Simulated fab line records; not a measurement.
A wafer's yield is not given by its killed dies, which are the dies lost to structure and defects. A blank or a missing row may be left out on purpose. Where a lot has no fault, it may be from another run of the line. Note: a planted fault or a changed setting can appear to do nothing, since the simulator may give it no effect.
Which of the tools did it?    flow nand_harc    12 lots, 36 wafers sampled, at 5 steps of a route of 1302

## WHAT THE GAUGES READ, wafer by wafer
NHARC_A_SGD_CUT_CD_MEAS_09 targets a cd of 100 nm. Usual: 100.0 nm for cd_nm, sd 0.43.
lot   measured      on         cd_nm (nm)         flag
L980  day 19 08:28  cd_sem-03  99.7 99.6 99.8     
L981  day 19 18:32  cd_sem-01  100.4 99.5 100.0   
L990  day 23 08:19  cd_sem-02  100.3 100.6 100.0  
L992  day 23 14:33  cd_sem-01  100.5 100.6 100.4  
L993  day 24 12:40  cd_sem-03  100.2 100.4 100.5  
L997  day 26 07:37  cd_sem-03  100.1 99.7 100.4   
L998  day 26 08:05  cd_sem-02  99.3 99.3 100.0    
L100  day 27 02:38  cd_sem-03  100.7 100.3 99.9   
L999  day 27 02:29  cd_sem-01  100.0 100.1 99.5   
L102  day 28 05:06  cd_sem-03  100.1 100.1 99.9   
L101  day 28 17:02  cd_sem-01  100.2 99.7 100.2   
L103  day 29 10:32  cd_sem-03  100.6 101.0 101.0  

NHARC_END_SORT_01. Usual: killed_at_array 44, standard deviation 16; killed_at_other 0.6, standard deviation 1.1; killed_at_periphery 3.9, standard deviation 2.6; killed_dies 48, standard deviation 16; killed_open 3.1, standard deviation 1.9; killed_short 2.4, standard deviation 1.8.
lot   measured      on         killed_at_array  killed_at_other  killed_at_periphery  killed_dies  killed_open  killed_short  flag
L990  day 28 08:25  prober-01  48 37 37         1 0 1            5 4 8                54 41 46     4 2 6        7 8 1         
L992  day 28 21:28  prober-01  18 30 24         1 3 0            0 2 1                19 35 25     1 8 6        1 7 2         

## EACH LOT AND THE TOOL THAT RAN IT (in order: tool; ch and the chambers of the sampled wafers; start)
lot   NHARC_A_STAIRCASE_DESCUM_443        NHARC_A_STAIRCASE_ETCHBACK_422      NHARC_A_SGD_CUT_SOFTBAKE_04
L980  rie_diel-07 ch 2,3, day 19 00:25    rie_diel-04 ch 0,2,3, day 19 06:22  litho_track-04 ch 0, day 19 08:00
L981  rie_diel-04 ch 1,2,3, day 19 10:35  rie_diel-10 ch 2,3, day 19 16:29    litho_track-01 ch 0, day 19 18:00
L990  rie_diel-10 ch 0,2,3, day 23 00:26  rie_diel-07 ch 2,3, day 23 06:16    litho_track-01 ch 0, day 23 07:00
L992  rie_diel-10 ch 0,3, day 23 06:43    rie_diel-10 ch 1,3, day 23 12:35    litho_track-01 ch 0, day 23 14:00
L993  rie_diel-10 ch 1,3, day 24 04:40    rie_diel-10 ch 1,2,3, day 24 10:31  litho_track-04 ch 0, day 24 12:00
L997  rie_diel-07 ch 1,2,3, day 25 23:36  rie_diel-07 ch 1,2,3, day 26 05:37  litho_track-01 ch 0, day 26 07:00
L998  rie_diel-04 ch 0,3, day 25 23:46    rie_diel-10 ch 0,1,2, day 26 06:01  litho_track-06 ch 0, day 26 07:00
L100  rie_diel-10 ch 0,2,3, day 26 18:31  rie_diel-07 ch 1,2,3, day 27 00:21  litho_track-06 ch 0, day 27 02:00
L999  rie_diel-07 ch 0,2,3, day 26 18:41  rie_diel-10 ch 0,1,2, day 27 00:28  litho_track-01 ch 0, day 27 02:00
L102  rie_diel-07 ch 0,1,3, day 27 20:12  rie_diel-04 ch 0,1,3, day 28 03:02  litho_track-04 ch 0, day 28 04:00
L101  rie_diel-04 ch 0,2, day 28 08:17    rie_diel-04 ch 0,1,2, day 28 15:06  litho_track-04 ch 0, day 28 16:00
L103  rie_diel-10 ch 0,1,3, day 29 01:38  rie_diel-10 ch 0,1, day 29 08:29    litho_track-04 ch 0, day 29 10:00
- NHARC_A_STAIRCASE_DESCUM_443: chemistry O2, time 3 s.
- NHARC_A_STAIRCASE_ETCHBACK_422: etches the open film in CH3F/O2, target depth 40 nm, time 74.286 s.
- NHARC_A_SGD_CUT_SOFTBAKE_04: time 55 s.

## AS READ BY THE TOOLS THEMSELVES (means over the sampled wafers that have a number; for cases with no such wafer, the mark the record gives instead)
NHARC_A_STAIRCASE_DESCUM_443. Usual: drypump_motor_current_A 5.7 A, standard deviation 0.54; o2_flow_sccm 200.1 sccm, standard deviation 0.61; oes_product_au 1.002 a.u., standard deviation 0.0071; rf_vpp_V 57.6 V, standard deviation 0.88; showerhead_plenum_p_Torr 1.88 Torr, standard deviation 0.076; throttle_valve_pct 11.311 %, standard deviation 0.0093.
lot   tool         drypump_motor_current_A (A)  o2_flow_sccm (sccm)  oes_product_au (a.u.)  rf_vpp_V (V)  showerhead_plenum_p_Torr (Torr)  throttle_valve_pct (%)  flag
L980  rie_diel-07  6.0                          200.4                0.999                  57.7          1.86                             11.306                  
L981  rie_diel-04  5.7                          200.1                1.001                  57.2          1.87                             11.307                  
L990  rie_diel-10  6.0                          200.4                0.996                  57.5          1.84                             11.312                  
L992  rie_diel-10  6.0                          200.0                1.006                  57.2          1.88                             11.313                  
L993  rie_diel-10  5.3                          199.5                1.003                  57.8          1.83                             11.319                  
L997  rie_diel-07  5.9                          200.2                0.999                  58.0          1.85                             11.308                  
L998  rie_diel-04  5.1                          199.7                1.008                  58.7          2.00                             11.301                  
L100  rie_diel-10  5.9                          201.4                1.005                  56.9          1.83                             11.311                  
L999  rie_diel-07  6.2                          200.6                0.999                  57.6          1.90                             11.310                  
L102  rie_diel-07  6.1                          200.3                1.009                  57.4          1.89                             11.303                  
L101  rie_diel-04  5.0                          200.0                1.009                  57.7          1.96                             11.326                  
L103  rie_diel-10  5.7                          199.7                1.001                  57.5          1.84                             11.321                  

NHARC_A_STAIRCASE_ETCHBACK_422. Usual: drypump_motor_current_A 5.8 A, standard deviation 0.5; o2_flow_sccm 29.99 sccm, standard deviation 0.094; oes_product_au 0.97 a.u., standard deviation 0.035; rf_vpp_V 243.7 V, standard deviation 1.5; showerhead_plenum_p_Torr 2.41 Torr, standard deviation 0.09; throttle_valve_pct 20.663 %, standard deviation 0.009.
lot   tool         drypump_motor_current_A (A)  o2_flow_sccm (sccm)  oes_product_au (a.u.)  rf_vpp_V (V)  showerhead_plenum_p_Torr (Torr)  throttle_valve_pct (%)  flag
L980  rie_diel-04  5.5                          30.05                0.92                   245.0         2.51                             20.664                  
L981  rie_diel-10  5.8                          29.94                1.00                   242.5         2.33                             20.652                  
L990  rie_diel-07  6.0                          30.01                0.93                   242.5         2.37                             20.660                  
L992  rie_diel-10  5.5                          29.96                0.99                   243.0         2.35                             20.660                  
L993  rie_diel-10  5.6                          30.00                0.97                   242.3         2.34                             20.671                  
L997  rie_diel-07  5.9                          29.92                0.92                   242.4         2.38                             20.665                  
L998  rie_diel-10  5.8                          29.88                1.01                   243.0         2.36                             20.660                  
L100  rie_diel-07  5.9                          29.97                0.92                   244.2         2.37                             20.661                  
L999  rie_diel-10  5.8                          29.92                1.00                   243.1         2.36                             20.663                  
L102  rie_diel-04  5.3                          30.07                0.93                   243.4         2.45                             20.666                  
L101  rie_diel-04  5.1                          30.02                0.96                   243.8         2.41                             20.664                  
L103  rie_diel-10  5.9                          30.00                0.93                   243.1         2.40                             20.668                  

NHARC_A_SGD_CUT_SOFTBAKE_04. Usual: 188.43 W for heater_power_total_W, sd 0.14.
lot   tool            heater_power_total_W (W)  flag
L980  litho_track-04  188.54                    
L981  litho_track-01  188.64                    
L990  litho_track-01  190.67                    OFF
L992  litho_track-01  190.47                    OFF
L993  litho_track-04  188.47                    
L997  litho_track-01  188.44                    
L998  litho_track-06  188.32                    
L100  litho_track-06  188.36                    
L999  litho_track-01  188.35                    
L102  litho_track-04  188.51                    
L101  litho_track-04  188.40                    
L103  litho_track-04  188.42                    

## THE ANSWER, worked out from the rows above alone
Rule: lot off if the mean of its wafers having a number is beyond 3 standard deviations from the usual mean. Also off: a lot with no number at a reading for which 4 or more lots have one. Where the step has rows for the other lots, those lots are counted as sound. First the gauges in route order, then the tools' own readings, where a lot's mean is used as printed above. The first step at which some lot is off is used, and at that step the reading that is off furthest; a lot without a number counts as furthest.
Off at NHARC_A_SGD_CUT_SOFTBAKE_04 (heater_power_total_W): L990, L992.
A tool fits if, at that step or a process step before it, it ran every lot that is off, and no sound lot after the first of them. Of those tried, none fits.

## WHAT THE SIMULATOR HAD PUT IN
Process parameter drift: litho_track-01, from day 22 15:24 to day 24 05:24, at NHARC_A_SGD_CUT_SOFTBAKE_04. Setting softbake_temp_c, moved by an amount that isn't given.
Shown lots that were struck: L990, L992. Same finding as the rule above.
